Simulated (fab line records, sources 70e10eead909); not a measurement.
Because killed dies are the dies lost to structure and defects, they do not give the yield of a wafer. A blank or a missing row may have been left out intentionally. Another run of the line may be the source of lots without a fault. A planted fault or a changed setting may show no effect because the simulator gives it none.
Which tool is to blame? | flow nand harc | 13 lots with 39 wafers sampled at 3 steps, on a route of 1302 steps

== WHAT THE GAUGES SHOWED, per wafer ==
NHARC_THIN_TSV_CD_MEAS_16.
lot  | measured     | on        | cd nm (nm)
L801 | day 24 00:31 | cd sem-03 | 997.3 998.7 995.9
L803 | day 24 16:58 | cd sem-03 | 998.6 1000.3 1000.5
L804 | day 24 20:28 | cd sem-03 | 1001.7 999.1 998.9
L802 | day 24 21:31 | cd sem-03 | 1004.2 1001.8 1000.1
L805 | day 24 22:37 | cd sem-02 | 996.3 994.6 998.2
L806 | day 25 07:11 | cd sem-03 | 1002.6 998.7 1004.6
L807 | day 26 02:32 | cd sem-01 | 998.5 1001.5 999.1
L809 | day 27 02:37 | cd sem-01 | 1002.3 1001.7 1001.1
L808 | day 27 03:44 | cd sem-03 | 1001.6 1001.4 1000.2
L810 | day 28 17:25 | cd sem-03 | 996.5 999.5 1001.1
L814 | day 29 00:21 | cd sem-02 | 1004.5 998.4 1001.9
L819 | day 31 03:47 | cd sem-03 | 1001.9 1001.3 1003.7
L823 | day 32 14:05 | cd sem-02 | 1001.2 1005.2 1001.3

== EACH LOT AND THE TOOL THAT RAN IT (in order: tool; ch and the chambers of the sampled wafers; start) ==
lot  | NHARC_THIN_TSV_CMP_01         | NHARC_THIN_TSV_ETCH_15
L801 | cmp-03 ch 1,3, day 23 22:22   | rie si-05 ch 0,2,3, day 24 00:23
L803 | cmp-01 ch 0,2,3, day 24 14:42 | rie si-03 ch 0,1,3, day 24 16:50
L804 | cmp-02 ch 0,3, day 24 18:05   | rie si-03 ch 1,3, day 24 20:20
L802 | cmp-03 ch 1,3, day 24 19:15   | rie si-01 ch 1,2, day 24 21:23
L805 | cmp-03 ch 1,2,3, day 24 20:28 | rie si-05 ch 0,2, day 24 22:29
L806 | cmp-02 ch 0,1,3, day 25 05:01 | rie si-05 ch 1,2, day 25 07:02
L807 | cmp-02 ch 0,1,3, day 26 00:23 | rie si-01 ch 0,3, day 26 02:23
L809 | cmp-03 ch 0,1,2, day 27 00:20 | rie si-03 ch 0,1,3, day 27 02:29
L808 | cmp-01 ch 0,3, day 27 01:34   | rie si-01 ch 1,2, day 27 03:34
L810 | cmp-01 ch 0,2,3, day 28 15:07 | rie si-01 ch 0,1,3, day 28 17:16
L814 | cmp-01 ch 2,3, day 28 22:01   | rie si-03 ch 0,3, day 29 00:12
L819 | cmp-03 ch 0,2,3, day 31 01:33 | rie si-03 ch 1,2,3, day 31 03:39
L823 | cmp-02 ch 1,3, day 32 11:48   | rie si-01 ch 1,2,3, day 32 13:58
- NHARC_THIN_TSV_CMP_01: polishes.
- NHARC_THIN_TSV_ETCH_15: target depth 3000 nm, bosch target overetch cycles 2, bosch etch step 2.8 s.

== WHAT THE TOOLS THEMSELVES READ (means of the sampled wafers that have a number; where no wafer has one, the mark that the record gives instead) ==
NHARC_THIN_TSV_CMP_01.
lot  | tool   | motor current A (A)
L801 | cmp-03 | 11.3
L803 | cmp-01 | 11.7
L804 | cmp-02 | 12.3
L802 | cmp-03 | 11.3
L805 | cmp-03 | 11.1
L806 | cmp-02 | 12.3
L807 | cmp-02 | 12.5
L809 | cmp-03 | 12.1
L808 | cmp-01 | 11.7
L810 | cmp-01 | 12.1
L814 | cmp-01 | 11.0
L819 | cmp-03 | 12.0
L823 | cmp-02 | 12.8

NHARC_THIN_TSV_ETCH_15.
lot  | tool      | drypump motor current A (A)
L801 | rie si-05 | 6.1
L803 | rie si-03 | 5.7
L804 | rie si-03 | 5.7
L802 | rie si-01 | 5.8
L805 | rie si-05 | 6.0
L806 | rie si-05 | 5.9
L807 | rie si-01 | 6.0
L809 | rie si-03 | 5.7
L808 | rie si-01 | 5.8
L810 | rie si-01 | 6.1
L814 | rie si-03 | 5.7
L819 | rie si-03 | 6.0
L823 | rie si-01 | 5.9

== THE ANSWER, worked out from the rows above alone ==
Rule: usual is defined by the lots themselves. Put in order of their means at a reading, lots are off if they are a third of the lots or fewer, leave a main group of 4 or more, and stand apart from it by a gap of 3 or more times the standard deviation of the main group's means; of several such gaps the widest counts. A main group whose means are all the same, to the digits that the tables above print for the reading, isn't used. A lot without any number at a reading at which 4 lots or more have one is off too. All remaining lots with rows at the step are treated as sound. The gauges are gone through in route order, then the tools' own readings, and for those a lot's mean is taken as printed above. At the first step where some lot is off, the reading lying furthest off is the one used; lots without a number count as furthest.
No lot is off at any reading shown: from this, nothing can be told.

== WHAT THE SIMULATOR HAD PUT IN ==
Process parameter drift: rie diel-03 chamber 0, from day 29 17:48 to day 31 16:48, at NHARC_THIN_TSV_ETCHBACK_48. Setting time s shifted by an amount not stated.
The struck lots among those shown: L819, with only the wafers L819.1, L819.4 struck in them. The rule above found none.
